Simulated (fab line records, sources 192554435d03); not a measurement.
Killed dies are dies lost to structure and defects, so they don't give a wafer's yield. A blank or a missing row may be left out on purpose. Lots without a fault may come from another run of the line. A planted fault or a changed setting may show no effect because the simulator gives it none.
Chamber matching | flow n5_finfet | N5_BEOL_M13_DESCUM_15 on rie_diel-03: 4 sister chambers
The step chemistry O2, time 7.9 s. 8 wafers are shown with their chamber, then 12 later ones without.

WAFERS WITH THEIR CHAMBER
wafer  | chamber | drypump_motor_current_A (A) | showerhead_plenum_p_Torr (Torr)
L084.3 | 0       | 5.4                         | 2.08
L087.5 | 3       | 5.1                         | 2.18
L088.1 | 2       | 6.1                         | 1.98
L088.2 | 3       | 5.1                         | 2.18
L088.5 | 1       | 5.4                         | 2.02
L089.1 | 0       | 5.5                         | 2.07
L089.3 | 2       | 6.1                         | 1.98
L089.4 | 1       | 5.4                         | 2.02

WAFERS WITHOUT THEIR CHAMBER
wafer  | drypump_motor_current_A (A) | showerhead_plenum_p_Torr (Torr)
L092.2 | 5.5                         | 2.07
L092.5 | 5.1                         | 2.18
L092.6 | 5.5                         | 2.07
L095.2 | 5.3                         | 2.02
L095.3 | 5.1                         | 2.18
L095.5 | 5.1                         | 2.18
L096.1 | 5.1                         | 2.17
L096.3 | 5.5                         | 2.07
L096.5 | 6.1                         | 1.97
L097.1 | 6.1                         | 1.97
L097.2 | 5.4                         | 2.01
L097.3 | 5.5                         | 2.06

WHICH CHAMBER EACH WENT THROUGH
wafer  | from the rows above | in truth
L092.2 | 0                   | 0
L092.5 | 3                   | 3
L092.6 | 0                   | 0
L095.2 | 1                   | 1
L095.3 | 3                   | 3
L095.5 | 3                   | 3
L096.1 | 3                   | 3
L096.3 | 0                   | 0
L096.5 | 2                   | 2
L097.1 | 2                   | 2
L097.2 | 1                   | 1
L097.3 | 0                   | 0
Placed correctly: 12 of 12. Can't be placed from these rows: 0. Placed wrongly: 0.
How it was worked out, from the rows above alone: a wafer's distance from a chamber is the root of the sum, over the readings, of the square of ((its reading less the chamber's mean) divided by the reading's scatter). The wafer belongs to the nearest chamber; if the next one is less than 2 further off, it can't be placed. A chamber's mean is the mean of its shown wafers. The scatter: the root of (the sum of the squares of (reading less its chamber's mean) over the shown wafers, divided by (wafers less chambers)).
